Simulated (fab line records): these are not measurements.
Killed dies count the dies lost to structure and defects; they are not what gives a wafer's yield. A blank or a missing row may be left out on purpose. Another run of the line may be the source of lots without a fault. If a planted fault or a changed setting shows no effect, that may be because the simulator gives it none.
Chamber matching :: flow n5-finfet :: N5_FIN_SAQP_HM_DEP_72 on pecvd-03: 3 sister chambers
The step deposits SiO2 from SiH4/N2O, target thk 12 nm, time 7.2 s. 5 wafers are shown with their chamber, then 9 later ones without.

## WAFERS, EACH WITH ITS CHAMBER
wafer: L083.4
chamber: 1
showerhead-plenum-p-Torr (Torr): 8.38
heater-power-w (W): 894

wafer: L083.6
chamber: 2
showerhead-plenum-p-Torr (Torr): 8.02
heater-power-w (W): 564

wafer: L089.3
chamber: 0
showerhead-plenum-p-Torr (Torr): 8.18
heater-power-w (W): 857

wafer: L089.4
chamber: 0
showerhead-plenum-p-Torr (Torr): 8.18
heater-power-w (W): 807

wafer: L089.5
chamber: 2
showerhead-plenum-p-Torr (Torr): 8.03
heater-power-w (W): 623

## WAFERS MISSING THEIR CHAMBER
wafer: L090.3
showerhead-plenum-p-Torr (Torr): 8.17
heater-power-w (W): 883

wafer: L090.4
showerhead-plenum-p-Torr (Torr): 8.18
heater-power-w (W): 883

wafer: L090.6
showerhead-plenum-p-Torr (Torr): 8.03
heater-power-w (W): 602

wafer: L092.1
showerhead-plenum-p-Torr (Torr): 8.38
heater-power-w (W): 878

wafer: L092.4
showerhead-plenum-p-Torr (Torr): 8.40
heater-power-w (W): 869

wafer: L092.6
showerhead-plenum-p-Torr (Torr): 8.01
heater-power-w (W): 621

wafer: L097.1
showerhead-plenum-p-Torr (Torr): 8.40
heater-power-w (W): 861

wafer: L097.2
showerhead-plenum-p-Torr (Torr): 8.20
heater-power-w (W): 890

wafer: L097.4
showerhead-plenum-p-Torr (Torr): 8.01
heater-power-w (W): 618

## THE CHAMBER EACH PASSED THROUGH
wafer: L090.3
from the rows above: 0
in truth: 0

wafer: L090.4
from the rows above: 0
in truth: 0

wafer: L090.6
from the rows above: 2
in truth: 2

wafer: L092.1
from the rows above: 1
in truth: 1

wafer: L092.4
from the rows above: 1
in truth: 1

wafer: L092.6
from the rows above: 2
in truth: 2

wafer: L097.1
from the rows above: 1
in truth: 1

wafer: L097.2
from the rows above: 0
in truth: 0

wafer: L097.4
from the rows above: 2
in truth: 2
Correct placement for 9 of the 9. Can't be placed from these rows: 0. 0 placed wrongly.
How it was worked out, from the rows above alone: a wafer's distance from a chamber is the root of the sum, over the readings, of the square of ((its reading less the chamber's mean) divided by the reading's scatter). If the next closest chamber is less than 2 further off than the closest, the wafer can't be placed; otherwise it belongs to the closest. A chamber's mean is the mean of its shown wafers. The scatter: the root of (the sum of the squares of (reading less its chamber's mean) over the shown wafers, divided by (wafers less chambers)).
